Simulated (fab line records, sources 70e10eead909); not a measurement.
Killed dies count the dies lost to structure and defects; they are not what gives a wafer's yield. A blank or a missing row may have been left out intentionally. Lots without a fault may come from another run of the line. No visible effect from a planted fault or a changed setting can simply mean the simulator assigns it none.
fab line records :: flow nandHarc
record
  lots=6
  wafers=18
  lastDay=33
route steps=1302 shown P_M0@278 P_M1@285 END@1302
lots with no fault: from the same line, run without faults
startH: start of the lot's first displayed wafer, in hours after the record's first day :: waitH: hours since the lot's step before :: " identical to the entry in the row above :: L1.1+2: a single row standing in for several wafers :: - either no value or no given start :: * or withheld: withheld :: < > ~ a bound
route shown NAME@n: NAME is a module with steps in the file, n the number in the route of the first one :: usual: mean/standard deviation taken from wafers without a fault :: same: alike in all rows :: chamber/n: place in a boat :: sites: each site's reading :: _std_site: how widely they spread, as a standard deviation :: _edge_site: outer sites' mean less inner sites' :: radiusMm: how far each site lies from the wafer's centre :: mask NAME#n: copy n :: behind: the tool/chamber that last shaped the wafer :: hold: what put the lot on hold/how long, in hours/how the hold closed :: device: whichever transistor did not switch (one of n, p or np) :: end of line: tests run on the same wafers once the route is complete :: a step with no rows: only its recipe :: killed: at the first sort, the dies lost to defects and structure; wafer yield is something else :: map: shows each die of a wafer: x if killed, . if not, _ if none is there
set.NAME: the run value of the setting; set.NAME@STEP: its run value at that earlier step :: model.NAME: the simulator's own value behind a step, which no gauge read
lots at some steps of the route; a table a step, a row a wafer
services: from which hour (startH, from the record's first day; less than 0 if before it) a tool's chamber was out of use, for how many hours, and why
## steps
# step NHARC_P_M0_CMP_23
# recipe
  tOverpolishS=20
  targetThkNm=117.54
# usual
  motorCurrentA=12.1/0.94
  timeToEndpointS=28.7/2.8
lot.wafer: L105.1
tool: cmp-03
chamber: 1
startH: 121.79
waitH: -
motorCurrentA: 11.4
timeToEndpointS: 28.4

lot.wafer: L105.2
tool: cmp-03
chamber: 3
startH: 121.79
waitH: -
motorCurrentA: 11.1
timeToEndpointS: 27.9

lot.wafer: L105.6
tool: cmp-03
chamber: 2
startH: 121.79
waitH: -
motorCurrentA: 11.1
timeToEndpointS: 29.6

lot.wafer: L113.4
tool: cmp-01
chamber: 1
startH: 202.66
waitH: -
motorCurrentA: 12.6
timeToEndpointS: 29.3

lot.wafer: L113.6
tool: cmp-01
chamber: 3
startH: 202.66
waitH: -
motorCurrentA: 12.4
timeToEndpointS: 31.2

lot.wafer: L113.5
tool: cmp-01
chamber: 0
startH: 202.66
waitH: -
motorCurrentA: 11.6
timeToEndpointS: 31.2

lot.wafer: L123.4
tool: cmp-01
chamber: 0
startH: 312.49
waitH: -
motorCurrentA: 12.0
timeToEndpointS: 29.7

lot.wafer: L123.6
tool: cmp-01
chamber: 1
startH: 312.49
waitH: -
motorCurrentA: 11.6
timeToEndpointS: 28.6

lot.wafer: L123.5
tool: cmp-01
chamber: 2
startH: 312.49
waitH: -
motorCurrentA: 12.2
timeToEndpointS: 25.3

lot.wafer: L125.1
tool: cmp-03
chamber: 1
startH: 317.82
waitH: -
motorCurrentA: 10.4
timeToEndpointS: 27.0

lot.wafer: L125.2
tool: cmp-03
chamber: 3
startH: 317.82
waitH: -
motorCurrentA: 11.4
timeToEndpointS: 30.6

lot.wafer: L125.4
tool: cmp-03
chamber: 0
startH: 317.82
waitH: -
motorCurrentA: 13.5
timeToEndpointS: 29.3

lot.wafer: L126.1
tool: cmp-03
chamber: 0
startH: 330.38
waitH: -
motorCurrentA: 12.7
timeToEndpointS: 29.1

lot.wafer: L126.3
tool: cmp-03
chamber: 3
startH: 330.38
waitH: -
motorCurrentA: 10.9
timeToEndpointS: 25.9

lot.wafer: L126.5
tool: cmp-03
chamber: 0
startH: 330.38
waitH: -
motorCurrentA: 13.2
timeToEndpointS: 27.3

lot.wafer: L128.4
tool: cmp-02
chamber: 0
startH: 346.65
waitH: -
motorCurrentA: 12.1
timeToEndpointS: 30.0

lot.wafer: L128.3
tool: cmp-02
chamber: 2
startH: 346.65
waitH: -
motorCurrentA: 11.9
timeToEndpointS: 26.9

lot.wafer: L128.5
tool: cmp-02
chamber: 3
startH: 346.65
waitH: -
motorCurrentA: 14.4
timeToEndpointS: 27.2
# step NHARC_P_M0_THK_MEAS_24
# recipe
  thkMeasGauge=xrf
# usual
  thkNm=117.8/1.6
lot.wafer: L105.1
tool: filmMetro-01
chamber: -
startH: 122.10
waitH: -
thkNm: 114.9

lot.wafer: L105.2
tool: filmMetro-01
chamber: -
startH: 122.10
waitH: -
thkNm: 115.4

lot.wafer: L105.6
tool: filmMetro-01
chamber: -
startH: 122.10
waitH: -
thkNm: 115.2

lot.wafer: L113.4
tool: filmMetro-01
chamber: -
startH: 202.92
waitH: -
thkNm: 121.3

lot.wafer: L113.5
tool: filmMetro-01
chamber: -
startH: 202.92
waitH: -
thkNm: 121.5

lot.wafer: L113.6
tool: filmMetro-01
chamber: -
startH: 202.92
waitH: -
thkNm: 120.2

lot.wafer: L123.4
tool: filmMetro-02
chamber: -
startH: 312.72
waitH: -
thkNm: 118.9

lot.wafer: L123.5
tool: filmMetro-02
chamber: -
startH: 312.72
waitH: -
thkNm: 116.7

lot.wafer: L123.6
tool: filmMetro-02
chamber: -
startH: 312.72
waitH: -
thkNm: 119.5

lot.wafer: L125.1
tool: filmMetro-02
chamber: -
startH: 318.13
waitH: -
thkNm: 118.6

lot.wafer: L125.2
tool: filmMetro-02
chamber: -
startH: 318.13
waitH: -
thkNm: 119.4

lot.wafer: L125.4
tool: filmMetro-02
chamber: -
startH: 318.13
waitH: -
thkNm: 118.0

lot.wafer: L126.1
tool: filmMetro-02
chamber: -
startH: 330.69
waitH: -
thkNm: 117.6

lot.wafer: L126.3
tool: filmMetro-02
chamber: -
startH: 330.69
waitH: -
thkNm: 115.1

lot.wafer: L126.5
tool: filmMetro-02
chamber: -
startH: 330.69
waitH: -
thkNm: 117.7

lot.wafer: L128.3
tool: filmMetro-02
chamber: -
startH: 346.93
waitH: -
thkNm: 115.4

lot.wafer: L128.4
tool: filmMetro-02
chamber: -
startH: 346.93
waitH: -
thkNm: 116.4

lot.wafer: L128.5
tool: filmMetro-02
chamber: -
startH: 346.93
waitH: -
thkNm: 114.5
# step NHARC_P_M0_SRD_25
# step NHARC_P_M0_INSPECT_27
# usual
  rawDefectCount=292/110
lot.wafer: L105.1
tool: defectInspect-01
chamber: -
startH: 122.27
waitH: 0.0
rawDefectCount: 208

lot.wafer: L105.2
tool: defectInspect-01
chamber: -
startH: 122.27
waitH: 0.0
rawDefectCount: 143

lot.wafer: L105.6
tool: defectInspect-01
chamber: -
startH: 122.27
waitH: 0.0
rawDefectCount: 197

lot.wafer: L113.4
tool: defectInspect-01
chamber: -
startH: 203.07
waitH: 0.0
rawDefectCount: 394

lot.wafer: L113.5
tool: defectInspect-01
chamber: -
startH: 203.07
waitH: 0.0
rawDefectCount: 209

lot.wafer: L113.6
tool: defectInspect-01
chamber: -
startH: 203.07
waitH: 0.0
rawDefectCount: 436

lot.wafer: L123.4
tool: defectInspect-02
chamber: -
startH: 312.88
waitH: 0.0
rawDefectCount: 137

lot.wafer: L123.5
tool: defectInspect-02
chamber: -
startH: 312.88
waitH: 0.0
rawDefectCount: 149

lot.wafer: L123.6
tool: defectInspect-02
chamber: -
startH: 312.88
waitH: 0.0
rawDefectCount: 194

lot.wafer: L125.1
tool: defectInspect-02
chamber: -
startH: 318.29
waitH: 0.0
rawDefectCount: 250

lot.wafer: L125.2
tool: defectInspect-02
chamber: -
startH: 318.29
waitH: 0.0
rawDefectCount: 140

lot.wafer: L125.4
tool: defectInspect-02
chamber: -
startH: 318.29
waitH: 0.0
rawDefectCount: 192

lot.wafer: L126.1
tool: defectInspect-02
chamber: -
startH: 330.84
waitH: 0.0
rawDefectCount: 251

lot.wafer: L126.3
tool: defectInspect-02
chamber: -
startH: 330.84
waitH: 0.0
rawDefectCount: 299

lot.wafer: L126.5
tool: defectInspect-02
chamber: -
startH: 330.84
waitH: 0.0
rawDefectCount: 439

lot.wafer: L128.3
tool: defectInspect-02
chamber: -
startH: 347.09
waitH: 0.0
rawDefectCount: 344

lot.wafer: L128.4
tool: defectInspect-02
chamber: -
startH: 347.09
waitH: 0.0
rawDefectCount: 309

lot.wafer: L128.5
tool: defectInspect-02
chamber: -
startH: 347.09
waitH: 0.0
rawDefectCount: 246
# step NHARC_P_M0_PRE_CLEAN_31
# recipe
  timeS=12
  tempC=370
  rfPowerW=300
  gas=NH3
# usual
  heaterPowerW=626/76
lot.wafer: L105.1
tool: pecvd-04
chamber: 0
startH: 122.34
waitH: 0.1
heaterPowerW: 661

lot.wafer: L105.2
tool: pecvd-04
chamber: 2
startH: 122.34
waitH: 0.1
heaterPowerW: 686

lot.wafer: L105.6
tool: pecvd-04
chamber: 0
startH: 122.34
waitH: 0.1
heaterPowerW: 673

lot.wafer: L113.6
tool: pecvd-04
chamber: 1
startH: 203.18
waitH: 0.1
heaterPowerW: 653

lot.wafer: L113.5
tool: pecvd-04
chamber: 2
startH: 203.18
waitH: 0.1
heaterPowerW: 734

lot.wafer: L113.4
tool: pecvd-04
chamber: 0
startH: 203.18
waitH: 0.1
heaterPowerW: 609

lot.wafer: L123.4
tool: pecvd-03
chamber: 1
startH: 312.98
waitH: 0.1
heaterPowerW: 720

lot.wafer: L123.6
tool: pecvd-03
chamber: 2
startH: 312.98
waitH: 0.1
heaterPowerW: 541

lot.wafer: L123.5
tool: pecvd-03
chamber: 0
startH: 312.98
waitH: 0.1
heaterPowerW: 553

lot.wafer: L125.2
tool: pecvd-03
chamber: 2
startH: 318.37
waitH: 0.1
heaterPowerW: 532

lot.wafer: L125.1
tool: pecvd-03
chamber: 0
startH: 318.37
waitH: 0.1
heaterPowerW: 582

lot.wafer: L125.4
tool: pecvd-03
chamber: 2
startH: 318.37
waitH: 0.1
heaterPowerW: 526

lot.wafer: L126.3
tool: pecvd-04
chamber: 0
startH: 330.91
waitH: 0.1
heaterPowerW: 620

lot.wafer: L126.1
tool: pecvd-04
chamber: 1
startH: 330.91
waitH: 0.1
heaterPowerW: 671

lot.wafer: L126.5
tool: pecvd-04
chamber: 0
startH: 330.91
waitH: 0.1
heaterPowerW: 631

lot.wafer: L128.3
tool: pecvd-04
chamber: 0
startH: 347.16
waitH: 0.1
heaterPowerW: 608

lot.wafer: L128.4
tool: pecvd-04
chamber: 0
startH: 347.16
waitH: 0.1
heaterPowerW: 605

lot.wafer: L128.5
tool: pecvd-04
chamber: 1
startH: 347.16
waitH: 0.1
heaterPowerW: 689
# step NHARC_P_M0_DEP_32
# recipe
  targetThkA=300
  tempC=370
  targetThkNm=30
  pressureTorr=3
  flowSccm=200
  rfW=450
  material=SiCN
# usual
  heaterPowerW=571/78
lot.wafer: L105.1
tool: pecvd-04
chamber: 0
startH: 122.42
waitH: 0.1
heaterPowerW: 644

lot.wafer: L105.2
tool: pecvd-04
chamber: 2
startH: 122.42
waitH: 0.1
heaterPowerW: 631

lot.wafer: L105.6
tool: pecvd-04
chamber: 0
startH: 122.42
waitH: 0.1
heaterPowerW: 626

lot.wafer: L113.6
tool: pecvd-04
chamber: 1
startH: 203.35
waitH: 0.2
heaterPowerW: 585

lot.wafer: L113.5
tool: pecvd-04
chamber: 2
startH: 203.35
waitH: 0.2
heaterPowerW: 631

lot.wafer: L113.4
tool: pecvd-04
chamber: 0
startH: 203.35
waitH: 0.2
heaterPowerW: 666

lot.wafer: L123.4
tool: pecvd-03
chamber: 1
startH: 313.15
waitH: 0.2
heaterPowerW: 666

lot.wafer: L123.6
tool: pecvd-03
chamber: 2
startH: 313.15
waitH: 0.2
heaterPowerW: 450

lot.wafer: L123.5
tool: pecvd-03
chamber: 0
startH: 313.15
waitH: 0.2
heaterPowerW: 507

lot.wafer: L125.2
tool: pecvd-03
chamber: 2
startH: 318.48
waitH: 0.1
heaterPowerW: 512

lot.wafer: L125.1
tool: pecvd-03
chamber: 0
startH: 318.48
waitH: 0.1
heaterPowerW: 485

lot.wafer: L125.4
tool: pecvd-03
chamber: 2
startH: 318.48
waitH: 0.1
heaterPowerW: 515

lot.wafer: L126.3
tool: pecvd-04
chamber: 0
startH: 330.99
waitH: 0.1
heaterPowerW: 617

lot.wafer: L126.1
tool: pecvd-04
chamber: 1
startH: 330.99
waitH: 0.1
heaterPowerW: 639

lot.wafer: L126.5
tool: pecvd-04
chamber: 0
startH: 330.99
waitH: 0.1
heaterPowerW: 621

lot.wafer: L128.3
tool: pecvd-04
chamber: 0
startH: 347.24
waitH: 0.1
heaterPowerW: 641

lot.wafer: L128.4
tool: pecvd-04
chamber: 0
startH: 347.24
waitH: 0.1
heaterPowerW: 622

lot.wafer: L128.5
tool: pecvd-04
chamber: 1
startH: 347.24
waitH: 0.1
heaterPowerW: 517
# step NHARC_P_M1_DEP_00
# recipe
  targetThkA=1825
  targetThkNm=182.5
  tempC=withheld
  pressureTorr=5
  flowSccm=200
  rfW=600
  material=SiOC
# step NHARC_P_M1_DEHYDRATE_01
# recipe
  tempC=150
  timeS=120
# step NHARC_P_M1_HMDS_02
# recipe
  timeS=30
# step NHARC_P_M1_COAT_34
# recipe
  tempC=200
  timeS=65
# step NHARC_P_M1_COAT_03
# recipe
  spinRpm=1500
  resistThkNm=90
# step NHARC_P_M1_SOFTBAKE_04
# recipe
  tempC=105
  timeS=55
# usual
  exhaustPa=44.9/0.93
  heaterPowerTotalW=188.45/0.12
lot.wafer: L105.1
tool: lithoTrack-06
chamber: 0
startH: 123
waitH: -
exhaustPa: 43.0
heaterPowerTotalW: 188.58

lot.wafer: L105.2
tool: lithoTrack-06
chamber: 0
startH: 123
waitH: -
exhaustPa: 46.3
heaterPowerTotalW: 188.38

lot.wafer: L105.6
tool: lithoTrack-06
chamber: 0
startH: 123
waitH: -
exhaustPa: 44.1
heaterPowerTotalW: 188.29

lot.wafer: L113.4
tool: lithoTrack-01
chamber: 0
startH: 204
waitH: -
exhaustPa: 45.8
heaterPowerTotalW: 188.49

lot.wafer: L113.5
tool: lithoTrack-01
chamber: 0
startH: 204
waitH: -
exhaustPa: 46.6
heaterPowerTotalW: 188.31

lot.wafer: L113.6
tool: lithoTrack-01
chamber: 0
startH: 204
waitH: -
exhaustPa: 45.5
heaterPowerTotalW: 188.40

lot.wafer: L123.4
tool: lithoTrack-01
chamber: 0
startH: 313
waitH: -
exhaustPa: 44.5
heaterPowerTotalW: 192.23

lot.wafer: L123.5
tool: lithoTrack-01
chamber: 0
startH: 313
waitH: -
exhaustPa: 45.9
heaterPowerTotalW: 192.26

lot.wafer: L123.6
tool: lithoTrack-01
chamber: 0
startH: 313
waitH: -
exhaustPa: 45.8
heaterPowerTotalW: 192.10

lot.wafer: L125.1
tool: lithoTrack-01
chamber: 0
startH: 319
waitH: -
exhaustPa: 46.3
heaterPowerTotalW: 192.28

lot.wafer: L125.2
tool: lithoTrack-01
chamber: 0
startH: 319
waitH: -
exhaustPa: 44.5
heaterPowerTotalW: 192.17

lot.wafer: L125.4
tool: lithoTrack-01
chamber: 0
startH: 319
waitH: -
exhaustPa: 45.0
heaterPowerTotalW: 192.22

lot.wafer: L126.1
tool: lithoTrack-04
chamber: 0
startH: 331
waitH: -
exhaustPa: 43.4
heaterPowerTotalW: 188.75

lot.wafer: L126.3
tool: lithoTrack-04
chamber: 0
startH: 331
waitH: -
exhaustPa: 43.4
heaterPowerTotalW: 188.47

lot.wafer: L126.5
tool: lithoTrack-04
chamber: 0
startH: 331
waitH: -
exhaustPa: 43.5
heaterPowerTotalW: 188.49

lot.wafer: L128.3
tool: lithoTrack-04
chamber: 0
startH: 348
waitH: -
exhaustPa: 45.0
heaterPowerTotalW: 188.45

lot.wafer: L128.4
tool: lithoTrack-04
chamber: 0
startH: 348
waitH: -
exhaustPa: 44.5
heaterPowerTotalW: 188.29

lot.wafer: L128.5
tool: lithoTrack-04
chamber: 0
startH: 348
waitH: -
exhaustPa: 46.1
heaterPowerTotalW: 188.46
# step NHARC_P_M1_EBR_05
# step NHARC_END_SORT_01
# recipe
  tempC=25
# usual
  defectLimitedYield=91/3.1
  killedAtArray=57/20
  killedAtOther=1.0/1.5
  killedAtPeriphery=3.5/2.5
  killedDies=62/21
  killedOpen=3.5/1.9
  killedShort=2.4/1.6
# same
  grossDies=677
lot.wafer: L105.1
tool: prober-02
chamber: 0
startH: 560.84
waitH: 2.5
defectLimitedYield[%]: 95
killedAtArray: 35
killedAtOther: 0
killedAtPeriphery: 1
killedDies: 36
killedOpen: 3
killedShort: 1

lot.wafer: L105.2
tool: prober-02
chamber: 0
startH: 561.65
waitH: 2.8
defectLimitedYield[%]: 92
killedAtArray: 52
killedAtOther: 0
killedAtPeriphery: 1
killedDies: 53
killedOpen: 1
killedShort: 1

lot.wafer: L105.6
tool: prober-02
chamber: 0
startH: 564.90
waitH: 4.1
defectLimitedYield[%]: 92
killedAtArray: 53
killedAtOther: 0
killedAtPeriphery: 0
killedDies: 53
killedOpen: 0
killedShort: 2

lot.wafer: L113.4
tool: prober-01
chamber: 0
startH: 647.98
waitH: 3.4
defectLimitedYield[%]: 87
killedAtArray: 83
killedAtOther: 2
killedAtPeriphery: 4
killedDies: 89
killedOpen: 8
killedShort: 4

lot.wafer: L113.5
tool: prober-01
chamber: 0
startH: 648.79
waitH: 3.7
defectLimitedYield[%]: 88
killedAtArray: 77
killedAtOther: 0
killedAtPeriphery: 3
killedDies: 80
killedOpen: 4
killedShort: 1

lot.wafer: L113.6
tool: prober-01
chamber: 0
startH: 649.59
waitH: 4.0
defectLimitedYield[%]: 88
killedAtArray: 76
killedAtOther: 1
killedAtPeriphery: 7
killedDies: 84
killedOpen: 4
killedShort: 1

lot.wafer: L125.1
tool: prober-02
chamber: 0
startH: 765.00
waitH: 2.5
defectLimitedYield[%]: 91
killedAtArray: 62
killedAtOther: 0
killedAtPeriphery: 1
killedDies: 63
killedOpen: 1
killedShort: 0

lot.wafer: L125.2
tool: prober-02
chamber: 0
startH: 765.80
waitH: 2.8
defectLimitedYield[%]: 91
killedAtArray: 55
killedAtOther: 0
killedAtPeriphery: 3
killedDies: 58
killedOpen: 1
killedShort: 2

lot.wafer: L125.4
tool: prober-02
chamber: 0
startH: 767.40
waitH: 3.4
defectLimitedYield[%]: 92
killedAtArray: 52
killedAtOther: 2
killedAtPeriphery: 2
killedDies: 56
killedOpen: 3
killedShort: 4

lot.wafer: L123.4
tool: prober-01
chamber: 0
startH: 767.37
waitH: 3.4
defectLimitedYield[%]: 90
killedAtArray: 63
killedAtOther: 1
killedAtPeriphery: 2
killedDies: 66
killedOpen: 1
killedShort: 7

lot.wafer: L123.5
tool: prober-01
chamber: 0
startH: 768.19
waitH: 3.7
defectLimitedYield[%]: 90
killedAtArray: 70
killedAtOther: 0
killedAtPeriphery: 1
killedDies: 71
killedOpen: 2
killedShort: 2

lot.wafer: L123.6
tool: prober-01
chamber: 0
startH: 769.00
waitH: 4.1
defectLimitedYield[%]: 90
killedAtArray: 61
killedAtOther: 1
killedAtPeriphery: 4
killedDies: 66
killedOpen: 1
killedShort: 2

lot.wafer: L126.1
tool: prober-02
chamber: 0
startH: 779.37
waitH: 2.5
defectLimitedYield[%]: 93
killedAtArray: 34
killedAtOther: 0
killedAtPeriphery: 11
killedDies: 45
killedOpen: 6
killedShort: 4

lot.wafer: L126.3
tool: prober-02
chamber: 0
startH: 780.99
waitH: 3.1
defectLimitedYield[%]: 93
killedAtArray: 35
killedAtOther: 0
killedAtPeriphery: 13
killedDies: 48
killedOpen: 7
killedShort: 1

lot.wafer: L126.5
tool: prober-02
chamber: 0
startH: 782.61
waitH: 3.7
defectLimitedYield[%]: 92
killedAtArray: 49
killedAtOther: 2
killedAtPeriphery: 5
killedDies: 56
killedOpen: 5
killedShort: 5

lot.wafer: L128.3
tool: prober-02
chamber: 0
startH: 795.12
waitH: 3.1
defectLimitedYield[%]: 90
killedAtArray: 61
killedAtOther: 0
killedAtPeriphery: 4
killedDies: 65
killedOpen: 6
killedShort: 4

lot.wafer: L128.4
tool: prober-02
chamber: 0
startH: 795.92
waitH: 3.4
defectLimitedYield[%]: 91
killedAtArray: 56
killedAtOther: 0
killedAtPeriphery: 5
killedDies: 61
killedOpen: 3
killedShort: 0

lot.wafer: L128.5
tool: prober-02
chamber: 0
startH: 796.73
waitH: 3.7
defectLimitedYield[%]: 89
killedAtArray: 72
killedAtOther: 0
killedAtPeriphery: 2
killedDies: 74
killedOpen: 4
killedShort: 2
# killed by level:class
L105.1 A_CHANNEL_HOLE_D2:chamberFilmFlake=24 A_CHANNEL_HOLE_D1:chamberFilmFlake=2 A_DECK1_JOINT:chamberFilmFlake=2 A_BLC:chamberFilmFlake=2 A_SOURCE_PLATE:geometricParticle:open=1 A_CHANNEL_HOLE_D2:geometricParticle:short=1 A_SGD_CUT:geometricParticle:open=1 A_CONTACT:geometricParticle:open=1
L105.2 A_CHANNEL_HOLE_D2:chamberFilmFlake=35 A_BLC:chamberFilmFlake=5 A_CONTACT:chamberFilmFlake=4 A_SGD_CUT:chamberFilmFlake=3 A_DECK1_JOINT:chamberFilmFlake=2 P_GATE:geometricParticle:open=1 A_ONON_D1:geometricParticle:short=1 A_CHANNEL_HOLE_D1:chamberFilmFlake=1
L105.6 A_CHANNEL_HOLE_D2:chamberFilmFlake=34 A_CONTACT:chamberFilmFlake=5 A_STAIRCASE:chamberFilmFlake=3 A_SGD_CUT:chamberFilmFlake=3 A_BLC:chamberFilmFlake=3 A_WL_FILL:geometricParticle:short=2 A_ZERO_WELL:chamberFilmFlake=2 A_CHANNEL_HOLE_D1:chamberFilmFlake=1
L113.4 A_CHANNEL_HOLE_D2:chamberFilmFlake=34 A_SLIT:chamberFilmFlake=27 A_CHANNEL_HOLE_D1:chamberFilmFlake=5 A_WL_FILL:chamberFilmFlake=3 A_WL_FILL:geometricParticle:short=2 A_DECK1_JOINT:chamberFilmFlake=2 THIN_TSV:chamberFilmFlake=2 P_GATE:geometricParticle:open=1
L113.5 A_CHANNEL_HOLE_D2:chamberFilmFlake=32 A_SLIT:chamberFilmFlake=30 A_CHANNEL_HOLE_D1:chamberFilmFlake=6 P_ZERO_WELL:chamberFilmFlake=2 A_CHANNEL_FILL_D1:chamberFilmFlake=2 A_DECK1_JOINT:chamberFilmFlake=2 P_M1:geometricParticle:open=1 A_ONON_D1:geometricParticle:short=1
L113.6 A_SLIT:chamberFilmFlake=31 A_CHANNEL_HOLE_D2:chamberFilmFlake=27 A_CHANNEL_HOLE_D1:chamberFilmFlake=7 P_GATE:chamberFilmFlake=4 A_WL_FILL:chamberFilmFlake=3 A_CONTACT:chamberFilmFlake=3 P_GATE:geometricParticle:short=1 P_GATE:geometricParticle:open=1
L125.1 A_CHANNEL_HOLE_D2:chamberFilmFlake=29 A_CHANNEL_HOLE_D1:chamberFilmFlake=13 A_SLIT:chamberFilmFlake=8 A_CONTACT:chamberFilmFlake=5 A_STAIRCASE:chamberFilmFlake=2 A_WL_FILL:chamberFilmFlake=2 A_ONON_D2:geometricParticle:open=1 P_GATE:chamberFilmFlake=1
L125.2 A_CHANNEL_HOLE_D2:chamberFilmFlake=27 A_CHANNEL_HOLE_D1:chamberFilmFlake=15 A_SLIT:chamberFilmFlake=4 A_CHANNEL_FILL_D1:chamberFilmFlake=2 A_CONTACT:chamberFilmFlake=2 P_M1:geometricParticle:open=1 A_CHANNEL_FILL_D2:geometricParticle:short=1 A_CONTACT:geometricParticle:short=1
L123.4 A_CHANNEL_HOLE_D2:chamberFilmFlake=26 A_CHANNEL_HOLE_D1:chamberFilmFlake=10 A_STAIRCASE:chamberFilmFlake=7 A_CONTACT:chamberFilmFlake=6 A_SLIT:chamberFilmFlake=5 A_M1:chamberFilmFlake=2 P_M0:geometricParticle:short=1 A_ONON_D1:geometricParticle:open=1
L125.4 A_CHANNEL_HOLE_D2:chamberFilmFlake=31 A_CHANNEL_HOLE_D1:chamberFilmFlake=10 A_SLIT:chamberFilmFlake=4 THIN_TSV:chamberFilmFlake=2 P_CONTACT:geometricParticle:open=1 P_M0:geometricParticle:short=1 A_CHANNEL_HOLE_D1:geometricParticle:short=1 A_DECK1_JOINT:geometricParticle:short=1
L123.5 A_CHANNEL_HOLE_D2:chamberFilmFlake=32 A_CHANNEL_HOLE_D1:chamberFilmFlake=18 A_STAIRCASE:chamberFilmFlake=10 A_CONTACT:chamberFilmFlake=3 A_CHANNEL_FILL_D2:geometricParticle:short=1 A_WL_FILL:geometricParticle:short=1 A_WL_FILL:geometricParticle:open=1 A_BLC:geometricParticle:open=1
L123.6 A_CHANNEL_HOLE_D2:chamberFilmFlake=27 A_SLIT:chamberFilmFlake=11 A_CHANNEL_HOLE_D1:chamberFilmFlake=10 A_STAIRCASE:chamberFilmFlake=8 P_GATE:chamberFilmFlake=2 P_M0:geometricParticle:open=1 A_CHANNEL_FILL_D2:geometricParticle:short=1 A_M0:geometricParticle:short=1
L126.1 A_CONTACT:chamberFilmFlake=11 A_SLIT:chamberFilmFlake=4 P_CONTACT:chamberFilmFlake=3 P_ZERO_WELL:chamberFilmFlake=2 P_STI:chamberFilmFlake=2 P_M1:chamberFilmFlake=2 A_CHANNEL_HOLE_D1:unspecified=2 A_CHANNEL_HOLE_D1:chamberFilmFlake=2
L126.3 A_CONTACT:chamberFilmFlake=12 A_SLIT:chamberFilmFlake=9 P_ZERO_WELL:chamberFilmFlake=4 A_CHANNEL_FILL_D1:chamberFilmFlake=4 P_STI:chamberFilmFlake=3 P_GATE:chamberFilmFlake=3 A_WL_FILL:geometricParticle:open=2 A_CONTACT:geometricParticle:open=2
L126.5 A_SLIT:chamberFilmFlake=13 A_CONTACT:chamberFilmFlake=13 A_CHANNEL_FILL_D2:geometricParticle:short=4 P_CONTACT:chamberFilmFlake=4 A_CHANNEL_FILL_D1:chamberFilmFlake=4 A_STAIRCASE:chamberFilmFlake=4 A_CHANNEL_HOLE_D1:unspecified=3 A_ONON_D1:geometricParticle:open=2
L128.3 A_CHANNEL_HOLE_D2:chamberFilmFlake=22 A_CONTACT:chamberFilmFlake=10 A_CHANNEL_HOLE_D1:chamberFilmFlake=8 A_SLIT:chamberFilmFlake=6 A_WL_FILL:chamberFilmFlake=4 A_CHANNEL_FILL_D2:geometricParticle:short=2 A_STAIRCASE:chamberFilmFlake=2 P_GATE:geometricParticle:open=1
L128.4 A_CHANNEL_HOLE_D2:chamberFilmFlake=19 A_CHANNEL_HOLE_D1:chamberFilmFlake=17 A_CONTACT:chamberFilmFlake=9 A_SLIT:chamberFilmFlake=6 P_STI:chamberFilmFlake=3 P_M1:chamberFilmFlake=2 A_ONON_D1:geometricParticle:open=1 A_ONON_D2:geometricParticle:open=1
L128.5 A_CHANNEL_HOLE_D2:chamberFilmFlake=30 A_CHANNEL_HOLE_D1:chamberFilmFlake=15 A_CONTACT:chamberFilmFlake=10 A_SLIT:chamberFilmFlake=7 A_ONON_D1:geometricParticle:short=2 A_STAIRCASE:chamberFilmFlake=2 A_M1:chamberFilmFlake=2 P_M2:geometricParticle:open=1
## services
tool: cmp-01
chamber: -
startH: 108.57
hours: 0.3
kind: repair

tool: pecvd-04
chamber: 0
startH: 111.15
hours: 6.3
kind: repair

tool: cmp-02
chamber: -
startH: 116.39
hours: 1.9
kind: repair

tool: cmp-01
chamber: -
startH: 118.78
hours: 4.0
kind: pm

tool: cmp-02
chamber: -
startH: 135.95
hours: 4.0
kind: pm

tool: lithoTrack-01
chamber: -
startH: 155.00
hours: 7.0
kind: pm

tool: cmp-03
chamber: -
startH: 176.95
hours: 4.0
kind: pm

tool: lithoTrack-06
chamber: -
startH: 179.00
hours: 7.0
kind: pm

tool: cmp-02
chamber: -
startH: 179.38
hours: 1.3
kind: repair

tool: pecvd-03
chamber: -
startH: 185.24
hours: 13.0
kind: pm

tool: lithoTrack-04
chamber: -
startH: 203.00
hours: 7.0
kind: pm

tool: cmp-01
chamber: -
startH: 216.82
hours: 4.0
kind: pm

tool: pecvd-03
chamber: -
startH: 220.25
hours: 1.8
kind: repair

tool: cmp-03
chamber: -
startH: 229.58
hours: 4.1
kind: repair

tool: pecvd-03
chamber: 1
startH: 265.51
hours: 6.9
kind: repair

tool: pecvd-04
chamber: -
startH: 269.05
hours: 13.0
kind: pm

tool: cmp-03
chamber: -
startH: 270.99
hours: 10.7
kind: repair

tool: cmp-03
chamber: -
startH: 281.73
hours: 4.0
kind: pm

tool: cmp-03
chamber: -
startH: 289.79
hours: 0.7
kind: repair

tool: cmp-03
chamber: -
startH: 298.92
hours: 6.1
kind: repair

tool: cmp-01
chamber: -
startH: 314.82
hours: 4.0
kind: pm

tool: lithoTrack-01
chamber: -
startH: 330.00
hours: 7.0
kind: pm

tool: pecvd-04
chamber: -
startH: 343.99
hours: 0.7
kind: repair

tool: pecvd-04
chamber: 0
startH: 347.58
hours: 20.1
kind: repair
## key
firstSign
  step=NHARC_P_M1_SOFTBAKE_04
  reading=heaterPowerTotalW
  direction=up
  sigmas=31
  usual=*
  struck=*
effect none on later readings
metAt NHARC_P_M1_SOFTBAKE_04
struckWafers L123.4,L123.5,L123.6,L125.1,L125.2,L125.4
onsetBetween 204 313
fault
  kind=processParameterDrift
  tool=lithoTrack-01
  chamber=-
  onsetH=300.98
  steps=NHARC_P_M1_SOFTBAKE_04
  channel=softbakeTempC
  offset=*
  shape=step
  endH=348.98
  actsIn=*
  stated=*
